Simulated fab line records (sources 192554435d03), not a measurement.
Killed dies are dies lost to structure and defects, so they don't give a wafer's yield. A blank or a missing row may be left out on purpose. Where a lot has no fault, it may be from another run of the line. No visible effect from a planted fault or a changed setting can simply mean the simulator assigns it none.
Code-filled problem report in 8D (eight disciplines) form	flow n5-finfet	the parts of the form that need people (team, actions taken, sign-off) are left out

1. THE PROBLEM
A mean of 1006 is read at N5_BEOL_M7_INSPECT_30 for raw-defect-count, taken on 1 wafer of 1 lot, against 417 (standard deviation 90) on wafers free of any fault. Measured from the usual mean, that is +6.5 standard deviations.
The step: inspects for defects (brightfield).
The first sign was on wafer L214.6 at day 13 19:06, on defect-inspect-01. The record has a number at this step for 33 wafers belonging to 11 lots. Rule for "out", or "out of limits": more than 4 standard deviations from the usual mean. All remaining wafers that have a number are taken as sound.

2. WHAT IT IS; WHAT IT IS NOT
question	is	is not
which readings at this step	raw-defect-count	-
which lots	L214	L195, L196, L197, L199, L200, L203, L206, L208, L211, L212
which wafers of those lots	L214.6	L214.1, L214.3
read on which gauges	defect-inspect-01	defect-inspect-02
when	from day 13 19:06	up to then (32 sound wafers)

3. WHAT RULES OUT EACH SUSPECT
Counting: any tool at a process step up to the reading remains a suspect provided it ran every lot that is out. Sound lots after the first of them don't rule it out here, since some wafers of a struck lot are sound.
- ruled out: the gauge at N5_BEOL_M7_INSPECT_30. All the wafers that are out were read on defect-inspect-01, but those of them that N5_PASSIVATION_PROBE_49 has rows for are out there too, on other tools.
- pecvd-03 at N5_BEOL_M7_ILD_DEP_00 (deposits SiCOH lowk from DEMS/porogen, target thk 179.75 nm, time 33.4 s): kept. L214, the lot that is out, went through it at day 13 14:18; up to then, the latest sound lot through it was L208 at day 11 10:52.
- rie-diel-04 at N5_BEOL_M7_STRIP_19 (strips in O2): kept. L214, the lot that is out, went through it at day 13 18:26; up to then, the latest sound lot through it was L208 at day 11 13:22.
- In pecvd-03 at N5_BEOL_M7_ILD_DEP_00, the wafers that are out were processed in chamber 2 and their sound lot-mates in chambers 0, 1.
- In rie-diel-04 at N5_BEOL_M7_STRIP_19, the wafers that are out were processed in chamber 0 and their sound lot-mates in chambers 1, 3.
After counting, pecvd-03 at N5_BEOL_M7_ILD_DEP_00 and rie-diel-04 at N5_BEOL_M7_STRIP_19 remain.

4. THE CAUSE (what the simulator had put in)
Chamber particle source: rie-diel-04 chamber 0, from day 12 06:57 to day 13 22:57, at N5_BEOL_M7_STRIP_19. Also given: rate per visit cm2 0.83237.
This tool is one of the 2 suspects left after counting.

5. THE CHAIN OF EFFECTS, in route order
Rows list readings where the struck wafers' mean (over those with a number) sits beyond 3 standard deviations from the usual. Scope: only readings with a usual standard deviation given in the record; hours: median across lots of the time from each lot's start at the first step in this table that gives one to its start at this step; sigmas: change in usual standard deviations.
hours	step	reading	usual	on struck wafers	change	sigmas
0	N5_BEOL_M7_INSPECT_30	raw-defect-count	417	1006	+589	+6.5
81	N5_PASSIVATION_PROBE_49	defect-limited-yield	91.1 %	82.9	-8.2	-6.3
81	N5_PASSIVATION_PROBE_49	killed_at_M4_up	14	113	+99	+17
81	N5_PASSIVATION_PROBE_49	killed-dies	105	202	+97	+6.5
81	N5_PASSIVATION_PROBE_49	sort_bin_5_function	5.3 %	11.6	+6.3	+7.8
81	N5_PASSIVATION_PROBE_49	sort_bin_8_speed	0.00 %	0.08	+0.08	+11
81	N5_PASSIVATION_PROBE_49	sort-n-pass	1075	977	-98	-6.5
81	N5_PASSIVATION_PROBE_49	sort-yield-pct	91.1 %	82.8	-8.3	-6.4
It contains these process steps:
- N5_PASSIVATION_PROBE_49

6. HOW IT WOULD HAVE BEEN CAUGHT EARLIER
36 hours passed between the start of the fault at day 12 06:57 and the first reading out of limits at a measuring or inspecting step in this record, taken at day 13 19:06.
An alarm limit of 4 standard deviations would not have fired on the tool readings at N5_BEOL_M7_STRIP_19 for which the record gives a usual standard deviation, since none of them was out on any struck wafer.
Lots out: 1; all had begun N5_BEOL_M7_STRIP_19 on rie-diel-04 by day 13 19:06. Had the tool been put on hold then, not one of them would have been saved.
